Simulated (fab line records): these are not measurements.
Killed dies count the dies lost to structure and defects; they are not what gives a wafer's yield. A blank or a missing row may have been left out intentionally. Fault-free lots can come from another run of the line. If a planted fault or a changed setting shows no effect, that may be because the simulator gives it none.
fab line records	flow n5Finfet	part 2 of 2: steps 5 to 6 of 6
record lots=23	wafers=69	lastDay=18
route steps=1938 shown BEOL_M1@751
lots with no fault: from the same line, run without faults
startH: the number of hours between the record's first day and the start of the first shown wafer of the lot	waitH: hours elapsed since this lot's preceding step	" identical to the entry in the row above	L1.1+2: a single row standing in for several wafers	- value missing, or start not given	* or withheld: withheld	< > ~ a bound
route shown NAME@n: NAME is a module with steps in the file, n the number in the route of the first one	usual: the fault-free wafers' mean and standard deviation	same: alike in all rows	chamber/n: place in a boat	sites: per-site readings	_std_site: standard deviation of those values	_edge_site: inner sites' mean taken away from outer sites' mean	radiusMm: how far each site lies from the wafer's centre	mask NAME#n: copy n	behind: the tool/chamber that last shaped the wafer	hold: why the lot went on hold/how many hours it stayed there/how the hold came to an end	device: whichever transistor did not switch (one of n, p or np)	end of line: the same wafers' tests at the end of the route	step lacking rows: just its recipe	killed: the dies lost at the first sort to structure and to defects; this is not the yield of the wafer	map: a wafer's dies, x killed, . not, _ none there
set.NAME: the run value of the setting; set.NAME@STEP: its run value at that earlier step	model.NAME: the simulator's own value behind a step, which no gauge read
steps of the route over a sample of lots; a table a step, a row a wafer
services: when a tool's chamber went out of use (startH, in hours from the record's first day, below 0 if earlier), for how many hours, and the reason
## steps
# step N5_BEOL_M1_STRIP_97
# recipe chemistry=N2/H2	timeS=10	powerW=450	tempC=40	pressureMtorr=20	rfFrequencyHz=6e+07	biasPowerW=7	n2FlowSccm=200	h2FlowSccm=200
# usual drypumpMotorCurrentA=5.8/0.47	n2FlowSccm=199.9/0.58	oesProductAu=0.75/0.064	rfVppV=59.0/0.78	showerheadPlenumPTorr=2.53/0.088	throttleValvePct=23.67/0.24
lot.wafer	tool	chamber	startH	waitH	drypumpMotorCurrentA	n2FlowSccm	oesProductAu	rfHoursCounterH	rfVppV	showerheadPlenumPTorr	throttleValvePct
L074.2	rieDiel-05	0	-	-	5.9	199.6	0.86	58	59.5	2.68	23.45
L074.3	"	2	"	"	5.6	200.6	0.74	196	59.5	2.62	23.40
L074.4	"	1	"	"	5.7	199.5	0.73	159	59.1	2.42	24.23
L075.1	rieDiel-02	2	-	-	5.0	198.9	0.74	173	59.4	2.52	23.59
L075.3	"	3	"	"	5.9	199.9	0.71	184	58.6	2.44	23.81
L075.5	"	2	"	"	5.0	199.7	0.75	-	57.8	2.52	23.62
L076.1	rieDiel-05	1	-	-	5.7	200.5	0.73	162	58.1	2.42	24.22
L076.2	"	0	"	"	5.9	200.3	0.86	61	59.2	2.68	23.47
L076.5	"	3	"	"	5.6	199.8	0.73	-	58.4	2.63	23.76
L077.1	rieDiel-02	1	-	-	6.2	199.8	0.72	183	59.8	2.60	23.26
L077.2	"	0	"	"	5.7	200.0	0.75	152	57.3	2.53	23.44
L077.3	"	2	"	"	4.9	199.2	0.73	177	59.3	2.52	23.60
L078.3	rieDiel-05	1	-	-	5.7	198.8	0.72	166	58.9	2.42	24.24
L078.5	"	3	"	"	5.6	199.6	0.72	-	59.7	2.63	23.77
L078.6	"	2	"	"	5.6	199.2	0.72	-	59.4	2.62	23.41
L080.2	rieDiel-01	1	-	-	6.5	200.3	0.91	36	58.8	2.60	23.72
L080.4	"	0	"	"	6.0	200.3	0.78	145	59.0	2.43	23.65
L080.5	"	1	"	"	6.5	200.6	0.91	-	59.7	2.60	23.73
L079.1	rieDiel-05	0	-	-	5.9	199.3	0.84	69	59.7	2.67	23.47
L079.4	"	3	"	"	5.6	199.4	0.71	213	60.1	2.63	23.78
L079.6	"	1	"	"	5.7	200.0	0.72	-	58.7	2.42	24.22
L081.1	rieDiel-01	3	-	-	5.0	199.7	0.72	192	59.1	2.43	24.03
L081.2	"	0	"	"	6.0	199.6	0.78	147	59.0	2.43	23.66
L081.3	"	1	"	"	6.5	200.1	0.92	38	58.6	2.60	23.72
L083.2	rieDiel-02	2	-	-	5.0	199.8	0.72	187	59.7	2.52	23.59
L083.5	"	3	"	"	5.9	199.0	0.69	-	61.8	2.43	23.83
L083.6	"	0	"	"	5.7	198.9	0.74	-	59.9	2.53	23.46
L082.1	rieDiel-01	2	-	-	6.0	200.6	0.71	185	60.2	2.62	23.58
L082.3	"	0	"	"	6.1	199.7	0.78	150	58.7	2.43	23.65
L082.6	"	1	"	"	6.5	199.8	0.91	-	58.6	2.59	23.73
L084.3	rieDiel-01	3	-	-	5.0	199.5	0.72	198	58.3	2.42	24.04
L084.5	"	3	"	"	5.0	198.8	0.72	-	59.5	2.42	24.02
L084.6	"	2	"	"	5.9	199.7	0.71	-	59.5	2.62	23.61
L085.1	rieDiel-01	1	-	-	6.5	199.4	0.90	45	58.9	2.59	23.75
L085.2	"	3	"	"	5.0	199.8	0.71	199	58.9	2.42	24.05
L085.5	"	0	"	"	6.0	200.8	0.78	-	57.8	2.43	23.66
L086.1	rieDiel-02	3	-	-	5.9	200.7	0.69	206	59.4	2.43	23.85
L086.3	"	1	"	"	6.2	199.9	0.71	196	58.7	2.60	23.27
L086.4	"	2	"	"	5.0	199.1	0.73	193	58.2	2.52	23.61
L087.2	rieDiel-01	1	-	-	6.5	200.7	0.90	48	59.8	2.59	23.74
L087.3	"	3	"	"	5.0	200.4	0.71	202	57.5	2.42	24.06
L087.4	"	0	"	"	6.1	199.9	0.77	156	58.8	2.43	23.66
L088.2	rieDiel-01	0	-	-	6.0	200.9	0.76	159	59.5	2.43	23.67
L088.5	"	2	"	"	6.0	199.8	0.71	-	60.3	2.62	23.62
L088.6	"	1	"	"	6.5	200.1	0.89	-	58.6	2.59	23.76
L089.2	rieDiel-02	0	-	-	5.8	200.0	0.73	175	58.3	2.52	23.46
L089.3	"	1	"	"	6.2	199.7	0.71	200	58.2	2.59	23.28
L089.6	"	3	"	"	5.9	200.0	0.69	-	58.0	2.42	23.86
L090.1	rieDiel-01	0	-	-	6.0	200.4	0.76	162	58.9	2.42	23.68
L090.2	"	1	"	"	6.5	200.6	0.89	54	58.8	2.59	23.76
L090.3	"	2	"	"	6.0	199.5	0.71	198	58.4	2.62	23.60
L091.2	rieDiel-02	0	-	-	5.7	200.1	0.72	179	59.4	2.52	23.47
L091.4	"	3	"	"	5.9	200.3	0.68	214	60.2	2.42	23.84
L091.5	"	0	"	"	5.7	199.7	0.72	-	58.6	2.52	23.50
L092.1	rieDiel-02	3	-	-	5.9	199.8	0.68	217	57.8	2.42	23.86
L092.4	"	0	"	"	5.8	198.9	0.71	181	58.0	2.52	23.49
L092.6	"	2	"	"	5.0	200.3	0.72	-	59.3	2.51	23.61
L093.1	rieDiel-01	1	-	-	6.5	200.3	0.87	64	58.5	2.58	23.76
L093.3	"	0	"	"	6.1	200.1	0.75	171	58.6	2.42	23.67
L093.5	"	0	"	"	6.0	199.2	0.76	-	58.6	2.42	23.69
L094.1	rieDiel-02	1	-	-	6.2	200.7	0.70	211	59.8	2.59	23.31
L094.2	"	3	"	"	5.9	199.4	0.69	222	58.6	2.42	23.88
L094.5	"	1	"	"	6.1	200.3	0.70	-	59.4	2.59	23.27
L096.2	rieDiel-05	1	-	-	5.7	199.4	0.70	197	59.4	2.41	24.29
L096.4	"	2	"	"	5.6	199.4	0.71	235	59.8	2.61	23.46
L096.6	"	3	"	"	5.6	199.2	0.70	-	59.9	2.62	23.80
L097.2	rieDiel-02	1	-	-	6.2	200.2	0.70	214	59.1	2.59	23.29
L097.3	"	3	"	"	5.9	199.6	0.68	225	58.8	2.42	23.86
L097.6	"	1	"	"	6.2	200.2	0.70	-	58.6	2.59	23.28
# step N5_BEOL_M1_SPUTTER_88
# recipe material=Cu	targetThkA=45	tempC=-20	chamberPressurePa=0.07	powerW=withheld	timeS=8.29
# usual substrateTempC=-20.00/0.11	throttleValvePct=30.2/0.63
lot.wafer	tool	chamber	startH	waitH	substrateTempC	throttleValvePct
L074.2	pvdSputter-01	-	132.41	0.1	-20.16	30.2
L074.3	"	-	"	"	-19.89	30.4
L074.4	"	-	"	"	-19.82	29.8
L075.1	pvdSputter-03	-	136.57	0.1	-19.90	31.4
L075.3	"	-	"	"	-20.03	29.6
L075.5	"	-	"	"	-19.99	29.5
L076.1	pvdSputter-02	-	142.67	0.1	-19.98	31.3
L076.2	"	-	"	"	-20.08	30.0
L076.5	"	-	"	"	-19.97	30.2
L077.1	pvdSputter-02	-	150.77	0.1	-19.99	29.6
L077.2	"	-	"	"	-19.86	30.4
L077.3	"	-	"	"	-19.95	30.1
L078.3	pvdSputter-02	-	155.94	0.1	-19.99	30.1
L078.5	"	-	"	"	-20.12	31.6
L078.6	"	-	"	"	-19.96	30.4
L080.2	pvdSputter-01	-	167.46	0.1	-20.07	29.7
L080.4	"	-	"	"	-20.06	29.3
L080.5	"	-	"	"	-19.99	29.9
L079.1	pvdSputter-02	-	168.00	0.1	-19.80	30.4
L079.4	"	-	"	"	-19.99	29.9
L079.6	"	-	"	"	-19.98	30.3
L081.1	pvdSputter-02	-	173.53	0.1	-20.00	29.8
L081.2	"	-	"	"	-20.06	30.2
L081.3	"	-	"	"	-19.89	30.2
L083.2	pvdSputter-03	-	180.39	0.1	-20.03	29.5
L083.5	"	-	"	"	-20.07	29.4
L083.6	"	-	"	"	-19.91	29.5
L082.1	pvdSputter-01	-	180.44	0.1	-19.86	30.2
L082.3	"	-	"	"	-19.94	29.5
L082.6	"	-	"	"	-19.94	29.9
L084.3	pvdSputter-01	-	192.90	0.1	-19.83	29.8
L084.5	"	-	"	"	-20.15	30.2
L084.6	"	-	"	"	-19.95	29.6
L085.1	pvdSputter-02	-	196.79	0.1	-20.02	30.3
L085.2	"	-	"	"	-19.85	30.2
L085.5	"	-	"	"	-19.75	31.4
L086.1	pvdSputter-01	-	201.91	0.1	-20.02	30.2
L086.3	"	-	"	"	-19.87	29.6
L086.4	"	-	"	"	-19.95	29.7
L087.2	pvdSputter-03	-	205.25	0.1	-19.88	31.6
L087.3	"	-	"	"	-20.08	29.6
L087.4	"	-	"	"	-19.94	30.5
L088.2	pvdSputter-01	-	215.43	0.1	-19.97	30.0
L088.5	"	-	"	"	-20.16	29.8
L088.6	"	-	"	"	-19.98	30.4
L089.2	pvdSputter-02	-	220.43	0.1	-19.89	29.7
L089.3	"	-	"	"	-19.97	30.3
L089.6	"	-	"	"	-20.07	30.1
L090.1	pvdSputter-03	-	223.97	0.1	-20.10	29.9
L090.2	"	-	"	"	-19.78	31.7
L090.3	"	-	"	"	-20.08	29.5
L091.2	pvdSputter-01	-	231.30	0.1	-20.11	30.2
L091.4	"	-	"	"	-20.01	29.6
L091.5	"	-	"	"	-20.17	29.9
L092.1	pvdSputter-02	-	239.73	0.1	-20.00	30.1
L092.4	"	-	"	"	-19.96	30.4
L092.6	"	-	"	"	-20.00	31.4
L093.1	pvdSputter-01	-	258.11	0.1	-19.86	30.0
L093.3	"	-	"	"	-20.06	29.8
L093.5	"	-	"	"	-20.18	30.2
L094.1	pvdSputter-02	-	259.16	0.1	-20.11	30.3
L094.2	"	-	"	"	-19.90	30.0
L094.5	"	-	"	"	-19.90	29.7
L096.2	pvdSputter-01	-	262.51	0.1	-20.03	30.4
L096.4	"	-	"	"	-20.05	29.7
L096.6	"	-	"	"	-20.12	30.2
L097.2	pvdSputter-02	-	270.74	0.1	-20.12	30.6
L097.3	"	-	"	"	-20.13	31.3
L097.6	"	-	"	"	-20.11	30.3
## services
tool	chamber	startH	hours	kind
pecvd-02	-	104.26	1.2	repair
pecvd-01	2	106.49	2.1	scheduledDown
rieDiel-02	1	113.71	14.4	repair
pecvd-01	-	114.27	1.3	repair
pecvd-03	1	118.82	2.1	scheduledDown
pvdSputter-03	-	149.66	0.9	repair
rieDiel-02	1	163.00	10.2	repair
rieDiel-05	1	177.64	1.4	repair
pecvd-01	1	178.04	5.5	scheduledDown
rieDiel-01	0	181.02	4.1	repair
pecvd-03	1	181.93	7.5	repair
pecvd-01	0	212.78	2.1	scheduledDown
pecvd-03	0	215.13	5.5	scheduledDown
pecvd-02	-	226.68	1.2	repair
pvdSputter-01	-	265.37	5.6	repair
